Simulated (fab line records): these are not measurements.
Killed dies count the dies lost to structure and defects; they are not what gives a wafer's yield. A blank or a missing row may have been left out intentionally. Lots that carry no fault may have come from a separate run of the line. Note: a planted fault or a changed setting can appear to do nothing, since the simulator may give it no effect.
Chamber matching / flow n5 finfet / 4 sister chambers for N5_BEOL_M12_ETCH_59 on rie diel-03
The step etches BARC in N2/H2, target depth 89 nm, overetch 26.7 nm, time 67.9 s. 20 wafers are shown with their chamber, then 10 later ones without.

## EACH WAFER AND ITS CHAMBER
wafer=L075.1; chamber=1; drypump motor current A (A)=6.3; showerhead plenum p Torr (Torr)=2.54; throttle valve pct (%)=17.48
wafer=L075.4; chamber=0; drypump motor current A (A)=5.2; showerhead plenum p Torr (Torr)=2.63; throttle valve pct (%)=17.84
wafer=L075.6; chamber=2; drypump motor current A (A)=5.6; showerhead plenum p Torr (Torr)=2.45; throttle valve pct (%)=18.03
wafer=L078.1; chamber=1; drypump motor current A (A)=6.3; showerhead plenum p Torr (Torr)=2.54; throttle valve pct (%)=17.47
wafer=L078.3; chamber=3; drypump motor current A (A)=5.7; showerhead plenum p Torr (Torr)=2.44; throttle valve pct (%)=17.79
wafer=L078.6; chamber=3; drypump motor current A (A)=5.7; showerhead plenum p Torr (Torr)=2.44; throttle valve pct (%)=17.79
wafer=L080.1; chamber=3; drypump motor current A (A)=5.7; showerhead plenum p Torr (Torr)=2.44; throttle valve pct (%)=17.79
wafer=L080.3; chamber=0; drypump motor current A (A)=5.2; showerhead plenum p Torr (Torr)=2.63; throttle valve pct (%)=17.86
wafer=L080.4; chamber=1; drypump motor current A (A)=6.3; showerhead plenum p Torr (Torr)=2.53; throttle valve pct (%)=17.51
wafer=L086.1; chamber=0; drypump motor current A (A)=5.2; showerhead plenum p Torr (Torr)=2.62; throttle valve pct (%)=17.89
wafer=L086.4; chamber=2; drypump motor current A (A)=5.6; showerhead plenum p Torr (Torr)=2.44; throttle valve pct (%)=18.08
wafer=L086.5; chamber=1; drypump motor current A (A)=6.3; showerhead plenum p Torr (Torr)=2.53; throttle valve pct (%)=17.50
wafer=L089.2; chamber=0; drypump motor current A (A)=5.1; showerhead plenum p Torr (Torr)=2.62; throttle valve pct (%)=17.92
wafer=L089.3; chamber=2; drypump motor current A (A)=5.6; showerhead plenum p Torr (Torr)=2.43; throttle valve pct (%)=18.09
wafer=L089.5; chamber=1; drypump motor current A (A)=6.2; showerhead plenum p Torr (Torr)=2.52; throttle valve pct (%)=17.52
wafer=L094.1; chamber=0; drypump motor current A (A)=5.2; showerhead plenum p Torr (Torr)=2.62; throttle valve pct (%)=17.91
wafer=L094.2; chamber=1; drypump motor current A (A)=6.3; showerhead plenum p Torr (Torr)=2.52; throttle valve pct (%)=17.55
wafer=L094.3; chamber=3; drypump motor current A (A)=5.7; showerhead plenum p Torr (Torr)=2.43; throttle valve pct (%)=17.86
wafer=L094.4; chamber=3; drypump motor current A (A)=5.7; showerhead plenum p Torr (Torr)=2.43; throttle valve pct (%)=17.85
wafer=L094.5; chamber=0; drypump motor current A (A)=5.2; showerhead plenum p Torr (Torr)=2.62; throttle valve pct (%)=17.92

SIGNATURES (averages over the wafers above)
reading=drypump motor current A; chamber 0=5.183; chamber 1=6.283; chamber 2=5.600; chamber 3=5.700; scatter within a chamber=0.0323
reading=showerhead plenum p Torr; chamber 0=2.6233; chamber 1=2.5300; chamber 2=2.4400; chamber 3=2.4360; scatter within a chamber=0.0073
reading=throttle valve pct; chamber 0=17.8900; chamber 1=17.5050; chamber 2=18.0667; chamber 3=17.8160; scatter within a chamber=0.0325
Rule: for each reading, subtract the chamber's mean from the wafer's reading, divide by that reading's scatter and square the result; add these up over the readings and take the root, which gives the wafer's distance from the chamber. The wafer belongs to the nearest chamber; if the next one is less than 2 further off, it can't be placed. How the scatter is found: for the shown wafers, subtract from each reading the mean of its chamber, square and add these, divide the total by (wafers less chambers), then take the root.

## WAFERS MISSING THEIR CHAMBER
wafer=L094.6; drypump motor current A (A)=6.3; showerhead plenum p Torr (Torr)=2.52; throttle valve pct (%)=17.53
wafer=L093.1; drypump motor current A (A)=5.7; showerhead plenum p Torr (Torr)=2.43; throttle valve pct (%)=17.85
wafer=L093.2; drypump motor current A (A)=6.3; showerhead plenum p Torr (Torr)=2.52; throttle valve pct (%)=17.54
wafer=L093.3; drypump motor current A (A)=5.2; showerhead plenum p Torr (Torr)=2.62; throttle valve pct (%)=17.93
wafer=L093.4; drypump motor current A (A)=6.3; showerhead plenum p Torr (Torr)=2.52; throttle valve pct (%)=17.54
wafer=L093.5; drypump motor current A (A)=5.7; showerhead plenum p Torr (Torr)=2.43; throttle valve pct (%)=17.86
wafer=L093.6; drypump motor current A (A)=5.2; showerhead plenum p Torr (Torr)=2.62; throttle valve pct (%)=17.92
wafer=L096.3; drypump motor current A (A)=5.2; showerhead plenum p Torr (Torr)=2.61; throttle valve pct (%)=17.94
wafer=L096.4; drypump motor current A (A)=6.3; showerhead plenum p Torr (Torr)=2.52; throttle valve pct (%)=17.55
wafer=L096.5; drypump motor current A (A)=5.7; showerhead plenum p Torr (Torr)=2.42; throttle valve pct (%)=17.86

## THE CHAMBER EACH PASSED THROUGH
wafer=L094.6; from the rows above=1; in truth=1
wafer=L093.1; from the rows above=3; in truth=3
wafer=L093.2; from the rows above=1; in truth=1
wafer=L093.3; from the rows above=0; in truth=0
wafer=L093.4; from the rows above=1; in truth=1
wafer=L093.5; from the rows above=3; in truth=3
wafer=L093.6; from the rows above=0; in truth=0
wafer=L096.3; from the rows above=0; in truth=0
wafer=L096.4; from the rows above=1; in truth=1
wafer=L096.5; from the rows above=3; in truth=3
Correctly placed: 10 of 10. From these rows, 0 cannot be placed. 0 placed wrongly.
